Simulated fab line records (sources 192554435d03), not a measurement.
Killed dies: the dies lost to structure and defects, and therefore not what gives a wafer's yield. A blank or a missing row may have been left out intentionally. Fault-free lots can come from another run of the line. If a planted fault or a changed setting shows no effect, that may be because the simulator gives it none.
Matching of chambers | flow n5-finfet | N5_BEOL_M12_DEP_53 on pecvd-04: 3 sister chambers
The step deposits SiCN from 3MS/NH3, target thk 30 nm, time 10.5 s. 16 wafers are shown with their chamber, then 8 later ones without.

WAFERS, EACH WITH ITS CHAMBER
wafer  | chamber | throttle-valve-pct (%) | showerhead-plenum-p-Torr (Torr)
L173.3 | 0       | 18.2                   | 4.142
L173.5 | 2       | 16.1                   | 4.150
L173.6 | 0       | 18.2                   | 4.132
L172.1 | 0       | 18.3                   | 4.126
L172.2 | 2       | 15.9                   | 4.156
L172.3 | 2       | 16.0                   | 4.152
L176.1 | 1       | 18.2                   | 4.182
L176.2 | 2       | 16.4                   | 4.145
L176.3 | 0       | 18.2                   | 4.134
L179.3 | 0       | 18.5                   | 4.135
L179.5 | 0       | 18.3                   | 4.126
L179.6 | 1       | 18.1                   | 4.180
L181.1 | 0       | 18.3                   | 4.122
L181.3 | 2       | 16.0                   | 4.150
L181.4 | 0       | 18.3                   | 4.140
L186.2 | 2       | 16.4                   | 4.158

SIGNATURES (means of the wafers above)
reading                  | chamber 0 | chamber 1 | chamber 2 | scatter within a chamber
throttle-valve-pct       | 18.288    | 18.150    | 16.133    | 0.154
showerhead-plenum-p-Torr | 4.13213   | 4.18100   | 4.15183   | 0.00595
Rule: for each reading, subtract the chamber's mean from the wafer's reading, divide by that reading's scatter and square the result; add these up over the readings and take the root, which gives the wafer's distance from the chamber. The wafer belongs to the nearest chamber; if the next one is less than 2 further off, it can't be placed. How the scatter is found: for the shown wafers, subtract from each reading the mean of its chamber, square and add these, divide the total by (wafers less chambers), then take the root.

WAFERS WITHOUT THEIR CHAMBER
wafer  | throttle-valve-pct (%) | showerhead-plenum-p-Torr (Torr)
L186.4 | 18.1                   | 4.141
L186.5 | 16.5                   | 4.145
L190.2 | 18.2                   | 4.178
L190.3 | 18.3                   | 4.132
L190.5 | 17.8                   | 4.182
L189.1 | 17.9                   | 4.184
L189.2 | 18.4                   | 4.136
L189.5 | 18.3                   | 4.137

CHAMBER TAKEN BY EACH
wafer  | from the rows above | in truth
L186.4 | 0                   | 0
L186.5 | 2                   | 2
L190.2 | 1                   | 1
L190.3 | 0                   | 0
L190.5 | 1                   | 1
L189.1 | 1                   | 1
L189.2 | 0                   | 0
L189.5 | 0                   | 0
Placed correctly: 8 of 8. From these rows, 0 cannot be placed. 0 placed wrongly.
